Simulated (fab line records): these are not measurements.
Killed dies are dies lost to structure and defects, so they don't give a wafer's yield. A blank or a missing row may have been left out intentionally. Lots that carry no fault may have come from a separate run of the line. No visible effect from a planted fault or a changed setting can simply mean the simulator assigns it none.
Matching of chambers ; flow n5Finfet ; N5_BEOL_M6_CURE_75 on uvCure-03: 3 sister chambers
The step cures SiCOH lowk, time 120 s. 3 wafers are shown with their chamber, then 11 later ones without.

== EACH WAFER AND ITS CHAMBER ==
wafer;chamber;wafer_temp_C_max
L077.6;2;372.5
L082.6;0;371.7
L086.2;1;372.9

== WAFERS WITHOUT THEIR CHAMBER ==
wafer;wafer_temp_C_max
L086.4;372.6
L086.6;373.5
L090.2;371.3
L090.4;371.3
L090.5;372.9
L096.4;373.3
L096.5;372.9
L096.6;373.9
L097.1;372.6
L097.4;372.4
L097.5;372.7

== THE CHAMBER EACH PASSED THROUGH ==
wafer;from the rows above;in truth
L086.4;can't be placed: 2 or 1 or 0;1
L086.6;can't be placed: 1 or 2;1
L090.2;can't be placed: 0 or 2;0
L090.4;can't be placed: 0 or 2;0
L090.5;can't be placed: 1 or 2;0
L096.4;can't be placed: 1 or 2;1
L096.5;can't be placed: 1 or 2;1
L096.6;can't be placed: 1 or 2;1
L097.1;can't be placed: 2 or 1 or 0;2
L097.4;can't be placed: 2 or 1 or 0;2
L097.5;can't be placed: 1 or 2 or 0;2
Correct placement for 0 of the 11. Unplaceable from these rows: 11, with the true chamber sitting among the candidates in 10. Wrongly placed: 0.
How it was worked out, from the rows above alone: a wafer's distance from a chamber is the root of the sum, over the readings, of the square of ((its reading less the chamber's mean) divided by the reading's scatter). If the next closest chamber is less than 2 further off than the closest, the wafer can't be placed; otherwise it belongs to the closest. A chamber's mean is the mean of its shown wafers. The scatter (one wafer shown for each chamber): square how far every hidden wafer sits from the nearest shown wafer, average those squares and take the square root.
